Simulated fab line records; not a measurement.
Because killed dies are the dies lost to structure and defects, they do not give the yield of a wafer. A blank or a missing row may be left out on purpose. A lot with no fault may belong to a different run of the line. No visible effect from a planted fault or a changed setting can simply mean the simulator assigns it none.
fab line records :: flow n5Finfet
record:
  lots: 5
  wafers: 15
  lastDay: 17
route steps=1938 shown BEOL_M0_SAQP@655 BEOL_M4@1111 PASSIVATION@1936
lots that met no fault: from a run of the same line without faults
startH: start of the lot's first displayed wafer, in hours after the record's first day :: waitH: hours elapsed since this lot's preceding step :: " unchanged from the row above :: L1.1+2: one row covering several wafers at once :: - no value, or no start given :: * or withheld: withheld :: < > ~ a bound
route shown NAME@n: a module of which the file shows steps, and the number in the route of the first :: usual: mean and standard deviation over wafers with no fault :: same: alike in all rows :: chamber/n: place in a boat :: sites: readings site by site :: _std_site: how widely they spread, as a standard deviation :: _edge_site: the outer-site mean with the inner-site mean subtracted :: radiusMm: for every site, how far away it sits from the centre of the wafer :: mask NAME#n: copy n :: behind: the tool/chamber that last shaped the wafer :: hold: what put the lot on hold/how long, in hours/how the hold closed :: device: whichever transistor did not switch (one of n, p or np) :: end of line: the same wafers' tests at the end of the route :: a step given without rows: its recipe and nothing more :: killed: dies that structure and defects cost at the first sort, which is not the same as the wafer's yield :: map: shows each die of a wafer: x if killed, . if not, _ if none is there
set.NAME: the setting that was run; set.NAME@STEP: the one run at that earlier step :: model.NAME: the simulator's own value behind a step, which no gauge read
lots at some steps of the route; a table a step, a row a wafer
services: from which hour (startH, from the record's first day; less than 0 if before it) a tool's chamber was out of use, for how many hours, and why
== steps ==
step: N5_BEOL_M0_SAQP_STRIP_80
recipe:
  chemistry: N2/H2
  tempC: 40
  n2FlowSccm: 200
  h2FlowSccm: 200
  rfFrequencyHz: 6e+07
step: N5_BEOL_M0_SAQP_HM_OPEN_112
recipe:
  chemistry: CHF3/O2
  target: SiO2
  stopOn: a-Si
  targetDepthA: 120
  overEtchFrac: 1.25
  maskMaterial: SOC
  timeS: 13.5
  pressureMtorr: 30
  sourceW: 650
  biasW: 170
  Ar_flow_sccm: 200
  CHF3_flow_sccm: 50
  O2_flow_sccm: 5
  ionEnergyEv: 200
  ends: endPoint
step: N5_BEOL_M0_SAQP_STRIP_113
recipe:
  chemistry: CHF3/O2
  resist: SiARC
  rfFrequencyHz: 6e+07
step: N5_BEOL_M0_SAQP_MANDREL_ETCH_20
recipe:
  targetDepthA: 600
  chemistry: HBr/Cl2
  target: a-Si
  stopOn: SiNx
  btTimeS: 10
  maskMaterial: SOC
  overEtchFrac: 0.5
  timeS: 30
  pressureMtorr: 10
  icpW: 800
  biasW: 75
  HBr_flow_sccm: 150
  Cl2_flow_sccm: 80
  ends: endPoint
step: N5_BEOL_M0_SAQP_STRIP_86
recipe:
  chemistry: N2/H2
  powerW: 500
  tempC: 40
  pressureMtorr: 50
  rfFrequencyHz: 6e+07
  overashFraction: 0.3
  biasPowerW: 28
  h2Frac: 0.5
  n2FlowSccm: 300
  h2FlowSccm: 300
step: N5_BEOL_M0_SAQP_STRIP_115
recipe:
  chemistry: postEtchResidueRemover
  timeS: 60
  tempC: 25
  removerPh: withheld
  removerWaterWtPct: withheld
  removerFluorideWtPct: withheld
step: N5_BEOL_M0_SAQP_SRD_93
recipe:
  dry: ipaMarangoni
  timeS: 30
  tempC: 23
  rinseLiquid: diw
step: N5_BEOL_M0_SAQP_RECESS_114
recipe:
  chemistry: HF/NH3
  target: SiO2
  targetDepthA: 144
  afsCycles: 3
  tempC: 30
  sublimationTempC: 180
  sublimationTimeS: 60
step: N5_BEOL_M0_SAQP_SPACER1_ALD_98
recipe:
  material: SiO2
  targetThkA: 128
  tempC: 300
  aldPrecursorFamily: BDEAS
  aldCoReactant: O2-plasma
  pulseTimeS: 1
  purgeTimeS: 2
  coReactantPurgeTimeS: 2
  aldCycles: 138
  pressureTorr: 2
step: N5_BEOL_M0_SAQP_SPACER1_ETCHBACK_99
recipe:
  chemistry: CHF3/O2
  mode: anisotropicEtchback
  target: SiO2
  targetDepthA: 154
  timeS: 7.7
  pressureMtorr: 30
  sourceW: 650
  biasW: 170
  Ar_flow_sccm: 200
  CHF3_flow_sccm: 50
  O2_flow_sccm: 5
  ionEnergyEv: 200
step: N5_BEOL_M0_SAQP_MANDREL1_REMOVE_100
recipe:
  chemistry: HBr/Cl2/O2
  btTimeS: 10
  target: a-Si
  stopOn: SiNx
  endpoint: OES-SiCl
  overEtchFrac: 0.85
  icpW: 600
  biasW: 30
  HBr_flow_sccm: 150
  Cl2_flow_sccm: 80
  O2_flow_sccm: 5
  pressureMtorr: 10
step: N5_BEOL_M0_SAQP_ETCH_101
recipe:
  chemistry: CH3F/O2
  target: SiNx
  maskMaterial: SiO2
  targetDepthA: 299
  timeS: 42.7
  pressureMtorr: 30
  sourceW: 395
  biasW: 73
  Ar_flow_sccm: 150
  CH3F_flow_sccm: 30
  O2_flow_sccm: 20
  ionEnergyEv: 120
usual:
  CH3F_flow_sccm: 30.00/0.085
  O2_flow_sccm: 20.00/0.055
  drypumpMotorCurrentA: 5.9/0.58
  mfcArSccm: 150.0/0.51
  oes_ar_750_au: 0.80/0.082
  oesProductAu: 0.80/0.081
  rfVppV: 296/8.5
  showerheadPlenumPTorr: 1.99/0.067
  throttleValvePct: 16.23/0.24
lot.wafer: L299.1
tool: rieDiel-01
chamber: 3
startH: 122.22
waitH: 0.0
CH3F_flow_sccm: 29.82
O2_flow_sccm: 19.98
drypumpMotorCurrentA: 6.3
mfcArSccm: 149.2
oes_ar_750_au: 0.75
oesProductAu: 0.74
rfHoursCounterH: 162
rfVppV: 293
showerheadPlenumPTorr: 1.99
throttleValvePct: 16.07

lot.wafer: L299.2
tool: rieDiel-01
chamber: 0
startH: 122.22
waitH: 0.0
CH3F_flow_sccm: 29.96
O2_flow_sccm: 20.02
drypumpMotorCurrentA: 5.1
mfcArSccm: 150.1
oes_ar_750_au: 0.90
oesProductAu: 0.92
rfHoursCounterH: 18
rfVppV: 301
showerheadPlenumPTorr: 1.95
throttleValvePct: 15.89

lot.wafer: L299.6
tool: rieDiel-01
chamber: 2
startH: 122.22
waitH: 0.0
CH3F_flow_sccm: 29.85
O2_flow_sccm: 20.05
drypumpMotorCurrentA: 6.8
mfcArSccm: 150.8
oes_ar_750_au: 0.79
oesProductAu: 0.79
rfHoursCounterH: -
rfVppV: 300
showerheadPlenumPTorr: 1.92
throttleValvePct: 15.92

lot.wafer: L310.2
tool: rieDiel-01
chamber: 2
startH: 193.48
waitH: 0.0
CH3F_flow_sccm: -
O2_flow_sccm: -
drypumpMotorCurrentA: -
mfcArSccm: -
oes_ar_750_au: -
oesProductAu: -
rfHoursCounterH: -
rfVppV: -
showerheadPlenumPTorr: -
throttleValvePct: -

lot.wafer: L310.3
tool: rieDiel-01
chamber: 1
startH: 193.48
waitH: 0.0
CH3F_flow_sccm: -
O2_flow_sccm: -
drypumpMotorCurrentA: -
mfcArSccm: -
oes_ar_750_au: -
oesProductAu: -
rfHoursCounterH: -
rfVppV: -
showerheadPlenumPTorr: -
throttleValvePct: -

lot.wafer: L310.4
tool: rieDiel-01
chamber: 0
startH: 193.48
waitH: 0.0
CH3F_flow_sccm: -
O2_flow_sccm: -
drypumpMotorCurrentA: -
mfcArSccm: -
oes_ar_750_au: -
oesProductAu: -
rfHoursCounterH: -
rfVppV: -
showerheadPlenumPTorr: -
throttleValvePct: -

lot.wafer: L311.1
tool: rieDiel-02
chamber: 2
startH: 195.73
waitH: 0.1
CH3F_flow_sccm: -
O2_flow_sccm: -
drypumpMotorCurrentA: -
mfcArSccm: -
oes_ar_750_au: -
oesProductAu: -
rfHoursCounterH: -
rfVppV: -
showerheadPlenumPTorr: -
throttleValvePct: -

lot.wafer: L311.2
tool: rieDiel-02
chamber: 0
startH: 195.73
waitH: 0.1
CH3F_flow_sccm: -
O2_flow_sccm: -
drypumpMotorCurrentA: -
mfcArSccm: -
oes_ar_750_au: -
oesProductAu: -
rfHoursCounterH: -
rfVppV: -
showerheadPlenumPTorr: -
throttleValvePct: -

lot.wafer: L311.3
tool: rieDiel-02
chamber: 1
startH: 195.73
waitH: 0.1
CH3F_flow_sccm: -
O2_flow_sccm: -
drypumpMotorCurrentA: -
mfcArSccm: -
oes_ar_750_au: -
oesProductAu: -
rfHoursCounterH: -
rfVppV: -
showerheadPlenumPTorr: -
throttleValvePct: -

lot.wafer: L312.1
tool: rieDiel-04
chamber: 1
startH: 200.71
waitH: 0.0
CH3F_flow_sccm: -
O2_flow_sccm: -
drypumpMotorCurrentA: -
mfcArSccm: -
oes_ar_750_au: -
oesProductAu: -
rfHoursCounterH: -
rfVppV: -
showerheadPlenumPTorr: -
throttleValvePct: -

lot.wafer: L312.3
tool: rieDiel-04
chamber: 2
startH: 200.71
waitH: 0.0
CH3F_flow_sccm: -
O2_flow_sccm: -
drypumpMotorCurrentA: -
mfcArSccm: -
oes_ar_750_au: -
oesProductAu: -
rfHoursCounterH: -
rfVppV: -
showerheadPlenumPTorr: -
throttleValvePct: -

lot.wafer: L312.4
tool: rieDiel-04
chamber: 0
startH: 200.71
waitH: 0.0
CH3F_flow_sccm: -
O2_flow_sccm: -
drypumpMotorCurrentA: -
mfcArSccm: -
oes_ar_750_au: -
oesProductAu: -
rfHoursCounterH: -
rfVppV: -
showerheadPlenumPTorr: -
throttleValvePct: -

lot.wafer: L319.2
tool: rieDiel-01
chamber: 0
startH: 242.09
waitH: 0.0
CH3F_flow_sccm: 30.01
O2_flow_sccm: 20.00
drypumpMotorCurrentA: 5.1
mfcArSccm: 150.4
oes_ar_750_au: 0.83
oesProductAu: 0.86
rfHoursCounterH: 56
rfVppV: 301
showerheadPlenumPTorr: 1.94
throttleValvePct: 15.96

lot.wafer: L319.3
tool: rieDiel-01
chamber: 1
startH: 242.09
waitH: 0.0
CH3F_flow_sccm: 30.00
O2_flow_sccm: 19.94
drypumpMotorCurrentA: 6.4
mfcArSccm: 150.4
oes_ar_750_au: 0.85
oesProductAu: 0.84
rfHoursCounterH: 63
rfVppV: 282
showerheadPlenumPTorr: 2.04
throttleValvePct: 16.52

lot.wafer: L319.5
tool: rieDiel-01
chamber: 0
startH: 242.09
waitH: 0.0
CH3F_flow_sccm: 30.13
O2_flow_sccm: 20.00
drypumpMotorCurrentA: 5.1
mfcArSccm: 150.1
oes_ar_750_au: 0.83
oesProductAu: 0.86
rfHoursCounterH: -
rfVppV: 300
showerheadPlenumPTorr: 1.94
throttleValvePct: 15.97
step: N5_BEOL_M0_SAQP_ETCH_102
recipe:
  chemistry: CF4
  target: SiO2
  targetDepthA: 40
  ionEnergyEv: 350
  timeS: 4.4
  pressureMtorr: 10
  icpW: 800
  biasW: 400
  cf4FlowSccm: 80
step: N5_BEOL_M4_RC_MEAS_101
usual:
  DIBL_N: 36.9/2.1
  DIBL_P: 37.1/2.5
  IOFF_N: 0.17/0.039
  IOFF_P: 0.23/0.043
  ION_N: 673/15
  ION_P: 462/9.1
  SS_N: 71.8/0.69
  SS_P: 73.6/0.74
  VT_N: 250/3.6
  VT_P: -249.7/2.9
lot.wafer: L299.1
tool: prober-02
chamber: 0
startH: 180.91
waitH: 0.0
DIBL_N[mV/V]: 36.0
DIBL_P[mV/V]: 36.5
IOFF_N[nA/um]: 0.17
IOFF_P[nA/um]: 0.22
ION_N[uA/um]: 672
ION_P[uA/um]: 467
SS_N[mV/dec]: 72.1
SS_P[mV/dec]: 72.5
VT_N[mV]: 250
VT_P[mV]: -250.1

lot.wafer: L299.2
tool: prober-02
chamber: 0
startH: 180.91
waitH: 0.0
DIBL_N[mV/V]: 34.6
DIBL_P[mV/V]: 35.6
IOFF_N[nA/um]: 0.14
IOFF_P[nA/um]: 0.20
ION_N[uA/um]: 663
ION_P[uA/um]: 459
SS_N[mV/dec]: 71.0
SS_P[mV/dec]: 72.8
VT_N[mV]: 253
VT_P[mV]: -251.5

lot.wafer: L299.6
tool: prober-02
chamber: 0
startH: 180.91
waitH: 0.0
DIBL_N[mV/V]: 36.7
DIBL_P[mV/V]: 38.2
IOFF_N[nA/um]: 0.17
IOFF_P[nA/um]: 0.23
ION_N[uA/um]: 665
ION_P[uA/um]: 460
SS_N[mV/dec]: 72.5
SS_P[mV/dec]: 73.6
VT_N[mV]: 250
VT_P[mV]: -249.4

lot.wafer: L319.2
tool: prober-02
chamber: 0
startH: 302.25
waitH: 0.2
DIBL_N[mV/V]: 33.7
DIBL_P[mV/V]: 33.2
IOFF_N[nA/um]: 0.11
IOFF_P[nA/um]: 0.17
ION_N[uA/um]: 641
ION_P[uA/um]: 446
SS_N[mV/dec]: 70.5
SS_P[mV/dec]: 72.0
VT_N[mV]: 255
VT_P[mV]: -254.4

lot.wafer: L319.3
tool: prober-02
chamber: 0
startH: 302.25
waitH: 0.2
DIBL_N[mV/V]: 33.9
DIBL_P[mV/V]: 32.4
IOFF_N[nA/um]: 0.12
IOFF_P[nA/um]: 0.16
ION_N[uA/um]: 660
ION_P[uA/um]: 451
SS_N[mV/dec]: 71.4
SS_P[mV/dec]: 72.4
VT_N[mV]: 251
VT_P[mV]: -255.9

lot.wafer: L319.5
tool: prober-02
chamber: 0
startH: 302.25
waitH: 0.2
DIBL_N[mV/V]: 36.3
DIBL_P[mV/V]: 35.9
IOFF_N[nA/um]: 0.15
IOFF_P[nA/um]: 0.20
ION_N[uA/um]: 657
ION_P[uA/um]: 453
SS_N[mV/dec]: 71.7
SS_P[mV/dec]: 73.6
VT_N[mV]: 252
VT_P[mV]: -250.6
step: N5_PASSIVATION_PROBE_49
usual:
  defectLimitedYield: 91.3/1.4
  killed_at_M0_to_M3: 32/9.5
  killed_at_M4_up: 14/5.2
  killedAtContacts: 13/5.7
  killedAtFrontEnd: 41/12
  killedAtOther: 3.5/2.6
  killedDies: 103/17
  killedOnRim: 14/4
  killedOpen: 68/14
  killedShort: 32/7
  sort_bin_5_function: 5.0/0.91
  sort_bin_6_memory: 3.3/0.7
  sort_bin_8_speed: 0.03/0.22
  sortNPass: 1076/17
  sortYieldPct: 91.2/1.4
same:
  grossDies: 1180
  killedAtBackSide: 0
  sort_bin_4_leakage[%]: 0
lot.wafer: L310.2
tool: prober-01
chamber: -
startH: 355.56
waitH: 0.1
defectLimitedYield[%]: 0
killed_at_M0_to_M3: 1118
killed_at_M4_up: 10
killedAtContacts: 15
killedAtFrontEnd: 36
killedAtOther: 1
killedDies: 1180
killedOnRim: 152
killedOpen: 63
killedShort: 40
sort_bin_5_function[%]: 96.4
sort_bin_6_memory[%]: 3.3
sort_bin_8_speed[%]: 0
sortNPass: 0
sortYieldPct[%]: 0

lot.wafer: L310.3
tool: prober-01
chamber: -
startH: 355.61
waitH: 0.1
defectLimitedYield[%]: 0
killed_at_M0_to_M3: 1116
killed_at_M4_up: 9
killedAtContacts: 10
killedAtFrontEnd: 40
killedAtOther: 5
killedDies: 1180
killedOnRim: 152
killedOpen: 66
killedShort: 30
sort_bin_5_function[%]: 97.1
sort_bin_6_memory[%]: 2.7
sort_bin_8_speed[%]: 0
sortNPass: 0
sortYieldPct[%]: 0

lot.wafer: L310.4
tool: prober-01
chamber: -
startH: 355.66
waitH: 0.2
defectLimitedYield[%]: 0
killed_at_M0_to_M3: 1109
killed_at_M4_up: 13
killedAtContacts: 9
killedAtFrontEnd: 47
killedAtOther: 2
killedDies: 1180
killedOnRim: 152
killedOpen: 70
killedShort: 42
sort_bin_5_function[%]: 96.4
sort_bin_6_memory[%]: 3.5
sort_bin_8_speed[%]: 0
sortNPass: 0
sortYieldPct[%]: 0

lot.wafer: L312.1
tool: prober-01
chamber: -
startH: 358.73
waitH: 0.0
defectLimitedYield[%]: 0
killed_at_M0_to_M3: 1106
killed_at_M4_up: 15
killedAtContacts: 15
killedAtFrontEnd: 43
killedAtOther: 1
killedDies: 1180
killedOnRim: 152
killedOpen: 60
killedShort: 43
sort_bin_5_function[%]: 95.7
sort_bin_6_memory[%]: 3.8
sort_bin_8_speed[%]: 0
sortNPass: 0
sortYieldPct[%]: 0

lot.wafer: L312.3
tool: prober-01
chamber: -
startH: 358.83
waitH: 0.1
defectLimitedYield[%]: 0
killed_at_M0_to_M3: 1102
killed_at_M4_up: 6
killedAtContacts: 16
killedAtFrontEnd: 53
killedAtOther: 3
killedDies: 1180
killedOnRim: 152
killedOpen: 56
killedShort: 45
sort_bin_5_function[%]: 96.4
sort_bin_6_memory[%]: 3.5
sort_bin_8_speed[%]: 0
sortNPass: 0
sortYieldPct[%]: 0

lot.wafer: L312.4
tool: prober-01
chamber: -
startH: 358.88
waitH: 0.2
defectLimitedYield[%]: 0
killed_at_M0_to_M3: 1097
killed_at_M4_up: 21
killedAtContacts: 12
killedAtFrontEnd: 50
killedAtOther: 0
killedDies: 1180
killedOnRim: 152
killedOpen: 64
killedShort: 34
sort_bin_5_function[%]: 96.0
sort_bin_6_memory[%]: 3.7
sort_bin_8_speed[%]: 0
sortNPass: 0
sortYieldPct[%]: 0

lot.wafer: L311.1
tool: prober-02
chamber: -
startH: 359.24
waitH: 0.0
defectLimitedYield[%]: 0
killed_at_M0_to_M3: 1107
killed_at_M4_up: 10
killedAtContacts: 17
killedAtFrontEnd: 41
killedAtOther: 5
killedDies: 1180
killedOnRim: 152
killedOpen: 73
killedShort: 33
sort_bin_5_function[%]: 96.4
sort_bin_6_memory[%]: 3.1
sort_bin_8_speed[%]: 0
sortNPass: 0
sortYieldPct[%]: 0

lot.wafer: L311.2
tool: prober-02
chamber: -
startH: 359.29
waitH: 0.1
defectLimitedYield[%]: 0
killed_at_M0_to_M3: 1124
killed_at_M4_up: 6
killedAtContacts: 6
killedAtFrontEnd: 42
killedAtOther: 2
killedDies: 1180
killedOnRim: 152
killedOpen: 58
killedShort: 32
sort_bin_5_function[%]: 96.4
sort_bin_6_memory[%]: 3.4
sort_bin_8_speed[%]: 0
sortNPass: 0
sortYieldPct[%]: 0

lot.wafer: L311.3
tool: prober-02
chamber: -
startH: 359.34
waitH: 0.1
defectLimitedYield[%]: 0
killed_at_M0_to_M3: 1129
killed_at_M4_up: 10
killedAtContacts: 6
killedAtFrontEnd: 27
killedAtOther: 8
killedDies: 1180
killedOnRim: 152
killedOpen: 46
killedShort: 26
sort_bin_5_function[%]: 97.1
sort_bin_6_memory[%]: 2.9
sort_bin_8_speed[%]: 0
sortNPass: 0
sortYieldPct[%]: 0
killed by level:class
L310.2 BEOL_M0_SAQP:areaEtch=1077 MOL_CONTACT_COAG:geometricParticle:open=9 STI_FIN_REVEAL:geometricParticle:open=9 BEOL_M2:geometricParticle:open=9 BEOL_M3:geometricParticle:open=8 BEOL_M3:geometricParticle:short=7 FIN_SAQP:geometricParticle:open=6 FIN_SAQP:geometricParticle:short=6
L310.3 BEOL_M0_SAQP:areaEtch=1083 STI_FIN_REVEAL:geometricParticle:open=12 MOL_CONTACT_COAG:geometricParticle:open=9 FIN_SAQP:geometricParticle:open=8 BEOL_M2:geometricParticle:open=8 FIN_SAQP:geometricParticle:short=7 BEOL_M3:geometricParticle:open=6 BEOL_M1:geometricParticle:open=6
L310.4 BEOL_M0_SAQP:areaEtch=1066 FIN_SAQP:geometricParticle:open=12 BEOL_M1:geometricParticle:open=11 BEOL_M2:geometricParticle:open=10 FIN_SAQP:geometricParticle:short=8 BEOL_M3:geometricParticle:open=6 ILD0:geometricParticle:short=5 MOL_CONTACT_COAG:geometricParticle:open=5
L312.1 BEOL_M0_SAQP:areaEtch=1076 MOL_CONTACT_COAG:geometricParticle:open=13 FIN_SAQP:geometricParticle:open=9 FIN_SAQP:geometricParticle:short=8 BEOL_M0_SAQP:geometricParticle:short=8 BEOL_M0_SAQP:geometricParticle:open=6 BEOL_M2:geometricParticle:short=6 GATE_CUT:geometricParticle:open=5
L312.3 BEOL_M0_SAQP:areaEtch=1078 MOL_CONTACT_COAG:geometricParticle:open=11 FIN_SAQP:geometricParticle:short=10 GATE_CUT:geometricParticle:short=9 FIN_SAQP:geometricParticle:open=7 ILD0:geometricParticle:open=6 MOL_CONTACT_COAG:geometricParticle:short=5 BEOL_M0_SAQP:geometricParticle:short=5
L312.4 BEOL_M0_SAQP:areaEtch=1082 FIN_SAQP:geometricParticle:open=12 STI_FIN_REVEAL:geometricParticle:open=10 MOL_CONTACT_COAG:geometricParticle:open=8 FIN_SAQP:geometricParticle:short=6 DUMMY_GATE:geometricParticle:open=6 BEOL_M0_SAQP:geometricParticle:open=6 DUMMY_GATE:geometricParticle:short=5
L311.1 BEOL_M0_SAQP:areaEtch=1074 MOL_CONTACT_COAG:geometricParticle:open=16 BEOL_M0_SAQP:geometricParticle:open=13 FIN_SAQP:geometricParticle:open=12 BEOL_M0_SAQP:geometricParticle:short=12 BEOL_M4:geometricParticle:open=8 GATE_CUT:geometricParticle:short=8 STI_FIN_REVEAL:geometricParticle:open=5
L311.2 BEOL_M0_SAQP:areaEtch=1090 BEOL_M0_SAQP:geometricParticle:short=13 FIN_SAQP:geometricParticle:open=9 FIN_SAQP:geometricParticle:short=7 STI_FIN_REVEAL:geometricParticle:open=7 BEOL_M0_SAQP:geometricParticle:open=6 BEOL_M0:geometricParticle:open=6 MOL_CONTACT_COAG:geometricParticle:open=5
L311.3 BEOL_M0_SAQP:areaEtch=1108 BEOL_M0_SAQP:geometricParticle:short=7 BEOL_M0_SAQP:geometricParticle:open=7 BEOL_M4:geometricParticle:open=7 FIN_SAQP:geometricParticle:open=6 GATE_CUT:geometricParticle:short=6 MOL_CONTACT_COAG:geometricParticle:open=5 STARTING-WAFER:geometricParticle:open=5
map L310.2 (x killed, . not)
_________________xxxxxxxxxxxx________________
______________xxxxxxxxxxxxxxxxxx_____________
___________xxxxxxxxxxxxxxxxxxxxxxxx__________
__________xxxxxxxxxxxxxxxxxxxxxxxxxx_________
________xxxxxxxxxxxxxxxxxxxxxxxxxxxxxx_______
_______xxxxxxxxxxxxxxxxxxxxxxxxxxxxxxxx______
______xxxxxxxxxxxxxxxxxxxxxxxxxxxxxxxxxx_____
_____xxxxxxxxxxxxxxxxxxxxxxxxxxxxxxxxxxxx____
____xxxxxxxxxxxxxxxxxxxxxxxxxxxxxxxxxxxxxx___
___xxxxxxxxxxxxxxxxxxxxxxxxxxxxxxxxxxxxxxxx__
___xxxxxxxxxxxxxxxxxxxxxxxxxxxxxxxxxxxxxxxx__
__xxxxxxxxxxxxxxxxxxxxxxxxxxxxxxxxxxxxxxxxxx_
__xxxxxxxxxxxxxxxxxxxxxxxxxxxxxxxxxxxxxxxxxx_
_xxxxxxxxxxxxxxxxxxxxxxxxxxxxxxxxxxxxxxxxxxxx
_xxxxxxxxxxxxxxxxxxxxxxxxxxxxxxxxxxxxxxxxxxxx
_xxxxxxxxxxxxxxxxxxxxxxxxxxxxxxxxxxxxxxxxxxxx
_xxxxxxxxxxxxxxxxxxxxxxxxxxxxxxxxxxxxxxxxxxxx
_xxxxxxxxxxxxxxxxxxxxxxxxxxxxxxxxxxxxxxxxxxxx
_xxxxxxxxxxxxxxxxxxxxxxxxxxxxxxxxxxxxxxxxxxxx
_xxxxxxxxxxxxxxxxxxxxxxxxxxxxxxxxxxxxxxxxxxxx
_xxxxxxxxxxxxxxxxxxxxxxxxxxxxxxxxxxxxxxxxxxxx
__xxxxxxxxxxxxxxxxxxxxxxxxxxxxxxxxxxxxxxxxxx_
__xxxxxxxxxxxxxxxxxxxxxxxxxxxxxxxxxxxxxxxxxx_
___xxxxxxxxxxxxxxxxxxxxxxxxxxxxxxxxxxxxxxxx__
___xxxxxxxxxxxxxxxxxxxxxxxxxxxxxxxxxxxxxxxx__
____xxxxxxxxxxxxxxxxxxxxxxxxxxxxxxxxxxxxxx___
_____xxxxxxxxxxxxxxxxxxxxxxxxxxxxxxxxxxxx____
______xxxxxxxxxxxxxxxxxxxxxxxxxxxxxxxxxx_____
_______xxxxxxxxxxxxxxxxxxxxxxxxxxxxxxxx______
________xxxxxxxxxxxxxxxxxxxxxxxxxxxxxx_______
__________xxxxxxxxxxxxxxxxxxxxxxxxxx_________
___________xxxxxxxxxxxxxxxxxxxxxxxx__________
______________xxxxxxxxxxxxxxxxxx_____________
_________________xxxxxxxxxxxx________________
map L311.1 (x killed, . not)
_________________xxxxxxxxxxxx________________
______________xxxxxxxxxxxxxxxxxx_____________
___________xxxxxxxxxxxxxxxxxxxxxxxx__________
__________xxxxxxxxxxxxxxxxxxxxxxxxxx_________
________xxxxxxxxxxxxxxxxxxxxxxxxxxxxxx_______
_______xxxxxxxxxxxxxxxxxxxxxxxxxxxxxxxx______
______xxxxxxxxxxxxxxxxxxxxxxxxxxxxxxxxxx_____
_____xxxxxxxxxxxxxxxxxxxxxxxxxxxxxxxxxxxx____
____xxxxxxxxxxxxxxxxxxxxxxxxxxxxxxxxxxxxxx___
___xxxxxxxxxxxxxxxxxxxxxxxxxxxxxxxxxxxxxxxx__
___xxxxxxxxxxxxxxxxxxxxxxxxxxxxxxxxxxxxxxxx__
__xxxxxxxxxxxxxxxxxxxxxxxxxxxxxxxxxxxxxxxxxx_
__xxxxxxxxxxxxxxxxxxxxxxxxxxxxxxxxxxxxxxxxxx_
_xxxxxxxxxxxxxxxxxxxxxxxxxxxxxxxxxxxxxxxxxxxx
_xxxxxxxxxxxxxxxxxxxxxxxxxxxxxxxxxxxxxxxxxxxx
_xxxxxxxxxxxxxxxxxxxxxxxxxxxxxxxxxxxxxxxxxxxx
_xxxxxxxxxxxxxxxxxxxxxxxxxxxxxxxxxxxxxxxxxxxx
_xxxxxxxxxxxxxxxxxxxxxxxxxxxxxxxxxxxxxxxxxxxx
_xxxxxxxxxxxxxxxxxxxxxxxxxxxxxxxxxxxxxxxxxxxx
_xxxxxxxxxxxxxxxxxxxxxxxxxxxxxxxxxxxxxxxxxxxx
_xxxxxxxxxxxxxxxxxxxxxxxxxxxxxxxxxxxxxxxxxxxx
__xxxxxxxxxxxxxxxxxxxxxxxxxxxxxxxxxxxxxxxxxx_
__xxxxxxxxxxxxxxxxxxxxxxxxxxxxxxxxxxxxxxxxxx_
___xxxxxxxxxxxxxxxxxxxxxxxxxxxxxxxxxxxxxxxx__
___xxxxxxxxxxxxxxxxxxxxxxxxxxxxxxxxxxxxxxxx__
____xxxxxxxxxxxxxxxxxxxxxxxxxxxxxxxxxxxxxx___
_____xxxxxxxxxxxxxxxxxxxxxxxxxxxxxxxxxxxx____
______xxxxxxxxxxxxxxxxxxxxxxxxxxxxxxxxxx_____
_______xxxxxxxxxxxxxxxxxxxxxxxxxxxxxxxx______
________xxxxxxxxxxxxxxxxxxxxxxxxxxxxxx_______
__________xxxxxxxxxxxxxxxxxxxxxxxxxx_________
___________xxxxxxxxxxxxxxxxxxxxxxxx__________
______________xxxxxxxxxxxxxxxxxx_____________
_________________xxxxxxxxxxxx________________
== services ==
tool: rieDiel-02
chamber: 2
startH: 102.90
hours: -
kind: clean

tool: rieDiel-02
chamber: 2
startH: 102.90
hours: -
kind: consumableReplace:focusRing

tool: rieDiel-02
chamber: 2
startH: 102.90
hours: -
kind: consumableReplace:showerhead

tool: rieDiel-02
chamber: 2
startH: 102.90
hours: 25.0
kind: scheduledDown

tool: rieDiel-02
chamber: 2
startH: 102.90
hours: 25.0
kind: ventCycle

tool: rieDiel-04
chamber: 2
startH: 114.20
hours: 1.9
kind: repair

tool: rieDiel-04
chamber: -
startH: 131.63
hours: 0.8
kind: repair

tool: rieDiel-04
chamber: 0
startH: 132.51
hours: 11.9
kind: repair

tool: rieDiel-02
chamber: 1
startH: 156.55
hours: 15.9
kind: repair

tool: rieDiel-01
chamber: 3
startH: 165.35
hours: 3.0
kind: repair

tool: rieDiel-02
chamber: 0
startH: 172.64
hours: -
kind: clean

tool: rieDiel-02
chamber: 0
startH: 172.64
hours: -
kind: consumableReplace:focusRing

tool: rieDiel-02
chamber: 0
startH: 172.64
hours: 14.3
kind: scheduledDown

tool: rieDiel-02
chamber: 0
startH: 172.64
hours: 14.3
kind: ventCycle

tool: rieDiel-01
chamber: 2
startH: 220.07
hours: 16.1
kind: repair
== key ==
firstSign:
  step: N5_BEOL_M0_SAQP_ETCH_101
  reading: toolRecord
  direction: missing
effect:
  step: N5_PASSIVATION_PROBE_49
  reading: killed_at_M0_to_M3
  direction: up
  sigmas: 99+
  usual: 32
  struck: 1112
moreKillsBornAt:
  N5_BEOL_M0_SAQP_ETCH_101@rieDiel-02: 3258
  N5_BEOL_M0_SAQP_ETCH_101@rieDiel-04: 3236
  N5_BEOL_M0_SAQP_ETCH_101@rieDiel-01: 3224
metAt N5_BEOL_M0_SAQP_ETCH_101
struckWafers L310.2,L310.3,L310.4,L311.1,L311.2,L311.3,L312.1,L312.3,L312.4
laterRowsLeftOut L310.2,L310.3,L310.4,L311.1,L311.2,L311.3,L312.1,L312.3,L312.4
onsetBetween 122.22 193.48
fault:
  kind: skippedStepWhole
  tool: rieDiel-01,rieDiel-02,rieDiel-04
  chamber: -
  onsetH: 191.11
  steps: N5_BEOL_M0_SAQP_ETCH_101
  scope: struckLotsOnly
laterRowsLeftOut: the simulator's readings of these wafers behind a module that went badly wrong aren't trusted and aren't shown, but for the sort
